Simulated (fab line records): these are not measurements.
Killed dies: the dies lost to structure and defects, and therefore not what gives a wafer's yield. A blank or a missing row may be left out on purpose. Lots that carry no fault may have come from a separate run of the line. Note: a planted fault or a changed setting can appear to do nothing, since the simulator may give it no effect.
What tool caused it? | flow n5-finfet | 13 lots, 38 wafers sampled, at 4 steps of a route of 1938

WHAT EACH GAUGE READ, for each wafer
N5_PMOS_HMC_CHANNEL_EPI_THK_MEAS_22. Usual: HMC_CMP_THK typically reads 54.2 nm, with standard deviation 0.82.
lot  | measured    | on            | HMC_CMP_THK (nm) | flag
L790 | day 1 19:52 | film-metro-02 | 53.4 55.4        |
L791 | day 2 02:05 | film-metro-02 | 55.7 53.5 55.0   |
L792 | day 2 07:28 | film-metro-01 | 53.1 54.3 53.4   |
L793 | day 2 16:03 | film-metro-02 | 53.9 54.2 53.3   |
L794 | day 2 22:07 | film-metro-02 | 52.7 54.9 53.9   |
L795 | day 3 02:10 | film-metro-02 | 55.4 53.8 53.9   |
L798 | day 3 20:05 | film-metro-02 | 55.4 53.6 53.1   |
L799 | day 4 01:45 | film-metro-01 | 53.3 53.5 55.4   |
L800 | day 4 07:41 | film-metro-02 | 54.8 54.1 53.9   |
L801 | day 4 13:59 | film-metro-02 | 55.4 54.7 55.5   |
L805 | day 5 14:15 | film-metro-01 | 54.1 53.0 53.4   |
L809 | day 6 14:00 | film-metro-01 | 54.2 53.5 53.7   |
L813 | day 7 13:22 | film-metro-01 | 53.8 53.4 53.6   |

N5_FIN_SAQP_THK_MEAS_07. Usual: thk-nm at 60.1 nm, with a standard deviation of 0.73.
lot  | measured    | on            | thk-nm (nm)    | flag
L790 | day 1 22:56 | film-metro-01 | 59.2 61.0      |
L791 | day 2 03:23 | film-metro-02 | 60.7 60.3 61.5 |
L792 | day 2 08:47 | film-metro-01 | 59.6 58.9 61.2 |
L793 | day 2 17:33 | film-metro-01 | 59.6 59.5 60.3 |
L794 | day 2 23:31 | film-metro-01 | 59.5 60.5 60.2 |
L795 | day 3 04:34 | film-metro-02 | 59.0 59.9 60.9 |
L798 | day 3 21:30 | film-metro-02 | 59.5 60.9 60.9 |
L799 | day 4 03:08 | film-metro-02 | 59.5 61.6 60.0 |
L800 | day 4 09:28 | film-metro-02 | 60.6 61.0 61.3 |
L801 | day 4 15:26 | film-metro-01 | 60.1 60.6 60.7 |
L805 | day 5 15:36 | film-metro-01 | 59.2 60.0 60.1 |
L809 | day 6 15:25 | film-metro-01 | 59.8 60.8 60.8 |
L813 | day 7 14:41 | film-metro-02 | 59.9 61.3 61.3 |

WHAT TOOL EACH LOT RAN ON (gives the tool, then ch and the chambers of the sampled wafers, and finally the start)
lot  | N5_WELL_APT_RTA_34              | N5_FIN_SAQP_ALD_61
L790 | rtp-anneal-01 ch 0, day 1 15:40 | ald-sin-04 ch 0,1, day 1 22:08
L791 | rtp-anneal-01 ch 0, day 1 22:04 | ald-sin-01 ch 0,3, day 2 02:41
L792 | rtp-anneal-02 ch 0, day 2 03:50 | ald-sin-04 ch 0,1,3, day 2 08:04
L793 | rtp-anneal-02 ch 0, day 2 10:38 | ald-sin-04 ch 0,1,2, day 2 16:39
L794 | rtp-anneal-01 ch 0, day 2 17:25 | ald-sin-04 ch 0,1, day 2 22:43
L795 | rtp-anneal-02 ch 0, day 2 22:18 | ald-sin-03 ch 1,2, day 3 03:46
L798 | rtp-anneal-01 ch 0, day 3 15:48 | ald-sin-03 ch 0,1,2, day 3 20:47
L799 | rtp-anneal-02 ch 0, day 3 22:12 | ald-sin-03 ch 1,2, day 4 02:22
L800 | rtp-anneal-02 ch 0, day 4 04:03 | ald-sin-03 ch 0,1, day 4 08:34
L801 | rtp-anneal-01 ch 0, day 4 09:50 | ald-sin-03 ch 0,1, day 4 14:44
L805 | rtp-anneal-01 ch 0, day 5 10:10 | ald-sin-01 ch 1,2,3, day 5 14:52
L809 | rtp-anneal-01 ch 0, day 6 09:55 | ald-sin-01 ch 0,2, day 6 14:42
L813 | rtp-anneal-02 ch 0, day 7 09:43 | ald-sin-01 ch 0,3, day 7 13:58
- N5_WELL_APT_RTA_34: time 10 s.
- N5_FIN_SAQP_ALD_61: deposits SiO2, target thk 4 nm, pulse time 1 s, purge time 2 s.

AS READ BY THE TOOLS THEMSELVES (means over the sampled wafers that have a number; for cases with no such wafer, the mark the record gives instead)
N5_WELL_APT_RTA_34. Usual: lamp-power-pct 13.00 %, standard deviation 0.053; lamp_zone_4_pct 12.995 %, standard deviation 0.025; wafer_temp_C_max 1003.5, standard deviation 1.
lot  | tool          | lamp-power-pct (%) | lamp_zone_4_pct (%) | wafer_temp_C_max | flag
L790 | rtp-anneal-01 | 12.96              | 12.998              | 1003.1           |
L791 | rtp-anneal-01 | 12.98              | 12.990              | 1004.3           |
L792 | rtp-anneal-02 | 13.00              | 13.000              | 1002.7           |
L793 | rtp-anneal-02 | 13.00              | 12.986              | 1003.7           |
L794 | rtp-anneal-01 | 12.98              | 12.988              | 1003.7           |
L795 | rtp-anneal-02 | 13.01              | 13.000              | 1003.3           |
L798 | rtp-anneal-01 | 12.98              | 13.007              | 1003.3           |
L799 | rtp-anneal-02 | 13.05              | 13.027              | 1002.7           |
L800 | rtp-anneal-02 | 12.96              | 13.001              | 1002.9           |
L801 | rtp-anneal-01 | 13.04              | 12.961              | 1003.9           |
L805 | rtp-anneal-01 | 13.00              | 13.012              | 1003.9           |
L809 | rtp-anneal-01 | 13.00              | 12.998              | 1003.5           |
L813 | rtp-anneal-02 | 12.99              | 13.002              | 1004.0           |

N5_FIN_SAQP_ALD_61. Usual: heater-power-w 474 W, standard deviation 49; precursor-pulse-height-rel 1.001, standard deviation 0.019.
lot  | tool       | heater-power-w (W) | precursor-pulse-height-rel | flag
L790 | ald-sin-04 | 455                | 1.006                      |
L791 | ald-sin-01 | 471                | 1.016                      |
L792 | ald-sin-04 | 467                | 1.017                      |
L793 | ald-sin-04 | 458                | 1.011                      |
L794 | ald-sin-04 | 434                | 0.999                      |
L795 | ald-sin-03 | 459                | 1.007                      |
L798 | ald-sin-03 | 503                | 0.985                      |
L799 | ald-sin-03 | 461                | 1.002                      |
L800 | ald-sin-03 | 479                | 1.003                      |
L801 | ald-sin-03 | 492                | 1.003                      |
L805 | ald-sin-01 | 464                | 1.025                      |
L809 | ald-sin-01 | 465                | 0.989                      |
L813 | ald-sin-01 | 483                | 0.980                      |

THE ANSWER, worked out from the rows above alone
Rule: lot off if the mean of its wafers having a number is beyond 3 standard deviations from the usual mean. A lot without any number at a reading at which 4 lots or more have one is off too. All remaining lots with rows at the step are treated as sound. The gauges are gone through in route order, then the tools' own readings, and for those a lot's mean is taken as printed above. At the first step where some lot is off, the reading lying furthest off is the one used; lots without a number count as furthest.
No lot is off at any reading shown: from this, nothing can be told.

WHAT WAS PUT IN BY THE SIMULATOR
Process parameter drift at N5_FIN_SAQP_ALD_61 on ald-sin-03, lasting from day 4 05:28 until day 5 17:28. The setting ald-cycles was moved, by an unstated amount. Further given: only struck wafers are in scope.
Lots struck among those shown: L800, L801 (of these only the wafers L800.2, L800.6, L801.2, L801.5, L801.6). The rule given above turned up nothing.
